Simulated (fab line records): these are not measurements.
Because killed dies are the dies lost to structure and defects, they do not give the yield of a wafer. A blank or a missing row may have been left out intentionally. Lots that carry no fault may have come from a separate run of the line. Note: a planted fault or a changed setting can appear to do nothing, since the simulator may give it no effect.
Matching of chambers -- flow nand harc -- rie diel-09 running NHARC_P_M1_DESCUM_14: 4 sister chambers
The step chemistry O2, time 3 s. 8 wafers are shown with their chamber, then 7 later ones without.

## WAFERS WITH THEIR CHAMBER
wafer,chamber,rf vpp V (V),oes product au (a.u.)
L078.2,3,55.7,1.004
L079.1,2,57.0,1.002
L079.4,1,57.6,0.999
L082.3,0,58.7,0.995
L082.4,1,58.3,0.999
L082.6,0,56.4,1.002
L082.1,2,57.9,1.009
L082.2,3,57.2,1.001

## WAFERS WITHOUT THEIR CHAMBER
wafer,rf vpp V (V),oes product au (a.u.)
L082.5,57.5,0.992
L087.3,56.9,0.998
L087.4,57.7,0.999
L087.6,56.5,0.989
L097.1,58.2,0.991
L097.2,58.0,1.013
L097.5,58.0,1.013

## CHAMBER TAKEN BY EACH
wafer,from the rows above,in truth
L082.5,can't be placed: 0 or 1 or 3 or 2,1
L087.3,can't be placed: 0 or 1 or 3 or 2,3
L087.4,can't be placed: 0 or 1 or 3 or 2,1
L087.6,can't be placed: 0 or 1 or 3 or 2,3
L097.1,can't be placed: 0 or 1 or 3 or 2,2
L097.2,can't be placed: 2 or 3 or 1 or 0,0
L097.5,can't be placed: 2 or 3 or 1 or 0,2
Placed correctly: 0 of 7. Unplaceable from these rows: 7, with the true chamber sitting among the candidates in 7. Number placed wrongly: 0.
How it was worked out, from the rows above alone: a wafer's distance from a chamber is the root of the sum, over the readings, of the square of ((its reading less the chamber's mean) divided by the reading's scatter). The wafer belongs to the nearest chamber; if the next one is less than 2 further off, it can't be placed. The mean given for a chamber averages the wafers shown for that chamber. The scatter: the root of (the sum of the squares of (reading less its chamber's mean) over the shown wafers, divided by (wafers less chambers)).
